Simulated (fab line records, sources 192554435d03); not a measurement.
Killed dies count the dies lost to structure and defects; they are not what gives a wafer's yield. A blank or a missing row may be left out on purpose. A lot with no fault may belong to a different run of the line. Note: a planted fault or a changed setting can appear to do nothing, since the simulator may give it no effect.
Split-lot study | flow n5Finfet | on a route of 1938 steps: 7 lots, 21 wafers read

== SPLIT DETAILS ==
At N5_WELL_APT_PEB_23 (peb time 90 s), the setting pebTempC was moved away from the recipe's 130 C on 9 of the 21 wafers read, by -2.5% to +1.4%. All remaining wafers had this setting at the recipe value.

== FROM THE SPLIT TO THE READING: what the file shows between them, 2 steps ==
- N5_WELL_APT_DEVELOP_24: develop time 45 s
- N5_WELL_APT_HARDBAKE_29: time 120 s

== THE READING ==
cdNm (nm) at N5_WELL_APT_CD_MEAS_25, where the cd target is 200 nm. A value of 199.6 nm with a standard deviation of 1.5 nm is what fault-free wafers of this fab line usually give.

wafer  | tool, chamber at the split | pebTempC as run, C | against the recipe | cdNm, nm | against lot-mates on the recipe
L081.1 | lithoTrack-05, 0           | 130                | recipe             | 200.3    | -
L081.2 | lithoTrack-05, 0           | 130                | recipe             | 197.4    | -
L081.3 | lithoTrack-05, 0           | 130                | recipe             | 199.3    | -
L082.2 | lithoTrack-05, 0           | 130                | recipe             | 199.6    | -
L082.4 | lithoTrack-05, 0           | 130                | recipe             | 200.1    | -
L082.6 | lithoTrack-05, 0           | 130                | recipe             | 198.7    | -
L084.2 | lithoTrack-02, 0           | 126.8              | -2.5%              | 178.9    | -21.4
L084.3 | lithoTrack-02, 0           | 130                | recipe             | 200.3    | -
L084.6 | lithoTrack-02, 0           | 126.8              | -2.5%              | 180.0    | -20.3
L087.1 | lithoTrack-05, 0           | 131.8              | +1.4%              | 211.4    | +9.2
L087.2 | lithoTrack-05, 0           | 131.8              | +1.4%              | 208.6    | +6.4
L087.3 | lithoTrack-05, 0           | 130                | recipe             | 202.2    | -
L090.2 | lithoTrack-05, 0           | 131.1              | +0.8%              | 203.2    | +2.9
L090.3 | lithoTrack-05, 0           | 130                | recipe             | 200.3    | -
L090.5 | lithoTrack-05, 0           | 130                | recipe             | 200.2    | -
L091.2 | lithoTrack-02, 0           | 131.4              | +1.1%              | 203.9    | +5.7
L091.3 | lithoTrack-02, 0           | 130                | recipe             | 198.2    | -
L091.6 | lithoTrack-02, 0           | 131.4              | +1.1%              | 206.2    | +8.0
L092.2 | lithoTrack-05, 0           | 127.4              | -2.0%              | 184.6    | -13.0
L092.4 | lithoTrack-05, 0           | 130                | recipe             | 197.6    | -
L092.6 | lithoTrack-05, 0           | 127.4              | -2.0%              | 182.8    | -14.8

FIT RESULTS
A straight line over all 21 wafers: cdNm changes by +7.57 nm for each +1% of pebTempC; r = +0.98; the points scatter about the line by 1.6 nm.
The same after taking each lot's own level away (the mean of its wafers on the recipe; 21 wafers): +7.22 nm for each +1%; r = +0.98; scatter 1.5 nm.
On that fit, the largest move of pebTempC shifts the reading by 18 nm.
From 197.60 to 202.20 nm: that is the span of the lots' own levels, equal to 3.1 times the standard deviation above.
So the lot-to-lot level changes the slope little: the two slopes agree.
Check: for one of the wafers moved furthest among these (-2.5%), held out of the fit, the line's prediction against its lot-mates is -17.5 nm. It came out at -21.4 nm against them.

== ADDITIONAL SPLITS CARRIED BY THESE WAFERS ==
Note: prior to the reading, these wafers also went through further splits. Each is held against what the fit with the lots' levels taken away leaves over:
other split on the same wafers        | wafers away from the commonest value | r with cdNm (lot level and that fit taken away)
N5_ZERO_LAYER_COAT_05 spinRpm         | 10                                   | -0.06
N5_ZERO_LAYER_DEVELOP_10 developTimeS | 4                                    | -0.26

== THE WHOLE CHAIN: every reading that the file lists as answering this split, in the file's order ==
step                   | what it does             | reading                                                        | change (the file's fit)              | r (the file's)
N5_WELL_APT_CD_MEAS_25 | target cd 200 nm         | cdNm                                                           | +7.22 nm for each +1% of the setting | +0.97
N5_WELL_APT_DESCUM_30  | chemistry O2, time 7.9 s | WELL_APT.cdNm (the simulator's own value, which no gauge read) | +7.25 nm for each +1% of the setting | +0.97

== FILE'S OWN FIT ==
cdNm changes by +7.22 nm for each +1% of pebTempC, r = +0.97.
